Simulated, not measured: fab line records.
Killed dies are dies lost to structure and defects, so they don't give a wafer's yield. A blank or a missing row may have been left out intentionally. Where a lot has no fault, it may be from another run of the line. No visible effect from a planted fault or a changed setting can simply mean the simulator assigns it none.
A struck lot beside a sound one ; flow n5 finfet ; 16 steps out of a route of 1938
Sound: wafers L671.1, L671.2, L671.6. Struck: wafers L680.1, L680.3, L680.6. At the end, the cause is stated.
Each step with rows lists, per side, the tool, then ch with its chambers, then its first start. Under that, the readings that differ: sound wafers ; struck wafers ; difference of the means ; sigmas: that difference in standard deviations of wafers without a fault.
alike: readings whose means differ by less than 2 such deviations, and words and numbers that are the same on both sides. not compared: withheld readings, readings that some wafer has no value for, bounds like >300 that may hide the same value, and numbers for which the record gives no deviation and whose values overlap.
The two part at a step that has a row with sigmas, a row that says differs or no value, or rows on one side only. Numbers that don't overlap but have no deviation are shown without sigmas and don't part them. A reading that every wafer of one side lacks parts them only if that side has two wafers or more.

N5_MOL_CONTACT_COAG_OVL_MEAS_41:
  sound on overlay-01 ch 0, day 8 13:10; struck on overlay-02 ch 0, day 10 15:19
  alike: VD_OVL
N5_MOL_CONTACT_COAG_INSPECT_42: inspects for defects (brightfield).
  sound on defect inspect-02 at day 8 13:13; struck on defect inspect-01 at day 10 15:22
  alike: raw defect count
N5_MOL_CONTACT_COAG_DESCUM_45: chemistry O2, time 7 s.
  sound on rie diel-05 ch 1,3, day 8 13:15; struck on rie diel-05 ch 1,2, day 10 15:25
  alike: drypump motor current A, oes product au, rf vpp V, showerhead plenum p Torr, throttle valve pct
  not compared: rf hours counter h
then, 2 steps without rows for these wafers: N5_MOL_CONTACT_COAG_ETCH_65 (etches underlayer in N2/H2, target depth 13 nm, time 10.4 s); N5_MOL_CONTACT_COAG_ETCH_66 (etches SiARC in CF4, target depth 13 nm, time 21.7 s).
N5_MOL_CONTACT_COAG_ALD_133: deposits SiO2, target thk 5 nm, pulse time 1 s, co reactant pulse time 1 s.
  sound on ald sin-03 ch 0,2,3, day 8 13:35; struck on ald sin-02 ch 0,1,3, day 10 15:32
  alike: chamber pressure Torr, heater power w, precursor pulse height rel
N5_MOL_CONTACT_COAG_ETCHBACK_134: etches SiO2 in CHF3, target depth 10 nm, time 6.7 s.
  sound on rie diel-05 ch 2,3, day 8 13:47; struck on rie diel-05 ch 0,1,2, day 10 15:43
  alike: drypump motor current A, mfc ar sccm, oes product au, rf vpp V, showerhead plenum p Torr, throttle valve pct
  not compared: rf hours counter h
then, 3 steps without rows for these wafers: N5_MOL_CONTACT_COAG_ETCH_67 (etches SOC in N2/H2, target depth 60 nm, overetch 21 nm, time 101.2 s); N5_MOL_CONTACT_COAG_STRIP_68 (strips in N2/H2); N5_MOL_CONTACT_COAG_STRIP_69 (strips in N2/H2).
N5_MOL_CONTACT_COAG_ETCHBACK_136: etches SiO2 in CHF3, target depth 25 nm, time 16.7 s.
  sound on rie diel-05 ch 2,3, day 8 13:55; struck on rie diel-05 ch 0,1,2, day 10 15:50
  alike: drypump motor current A, mfc ar sccm, oes product au, rf vpp V, showerhead plenum p Torr, throttle valve pct
  not compared: rf hours counter h
then, 1 step without rows for these wafers: N5_MOL_CONTACT_COAG_STRIP_120 (strips in CHF3).
N5_MOL_CONTACT_COAG_VIA_ETCH_117: etches SiO2 in C4F6/O2, target depth 40 nm, overetch 8 nm, time 26 s.
  sound on rie diel-05 ch 2,3, day 8 13:56; struck on rie diel-05 ch 0,1,2, day 10 15:53
reading;sound;struck;difference;sigmas
bias w (W);457.5 455.9 456.6;430.5 431.0 430.3;-26.1;-20
  alike: drypump motor current A, mfc ar sccm, oes product au, rf vpp V, showerhead plenum p Torr, throttle valve pct
  not compared: rf hours counter h
N5_MOL_CONTACT_COAG_ETCH_124: etches SiNx in CH3F/O2, stops on SiOC, target depth 6.5 nm.
  sound on rie diel-05 ch 2,3, day 8 13:58; struck on rie diel-05 ch 0,1,2, day 10 15:54
  alike: bias w, drypump motor current A, mfc ar sccm, oes product au, rf vpp V, showerhead plenum p Torr, throttle valve pct
  not compared: rf hours counter h
-- here the record skips 3 days between the struck wafers' starts before and after, leaving off in module MOL_CONTACT_COAG and picking up in module BEOL_M4 (first step shown: number 1111 of the route) --
N5_BEOL_M4_RC_MEAS_101:
  sound on prober-01 ch 0, day 11 06:36; struck on prober-02 ch 0, day 13 12:28
reading;sound;struck;difference;sigmas
DIBL_N (mV/V);34.1 35.4 33.1;39.6 37.8 37.5;+4.1;+3
DIBL_P (mV/V);31.6 34.4 31.5;38.6 37.6 37.1;+5.3;+3
IOFF_N (nA/um);0.125 0.139 0.106;0.223 0.195 0.180;+0.076;+3
IOFF_P (nA/um);0.17 0.21 0.16;0.27 0.25 0.24;+0.07;+2
  alike: ION_N, ION_P, SS_N, SS_P, VT_N, VT_P
-- the record jumps here: 4 days lie between the struck wafers' starts before and after (it left off in module BEOL_M4 and takes up again in module PASSIVATION, whose first step shown is number 1936 of the route) --
N5_PASSIVATION_PROBE_49:
  only the struck wafers here have rows in the record (prober-02, day 17 10:56); the sound ones have none

## WHERE THEY PART
Earliest at N5_MOL_CONTACT_COAG_VIA_ETCH_117; latest, in this record, at N5_PASSIVATION_PROBE_49.

WHY: what had been put in by the simulator
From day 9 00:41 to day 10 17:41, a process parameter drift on rie diel-05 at N5_MOL_CONTACT_COAG_VIA_ETCH_117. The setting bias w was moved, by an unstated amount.
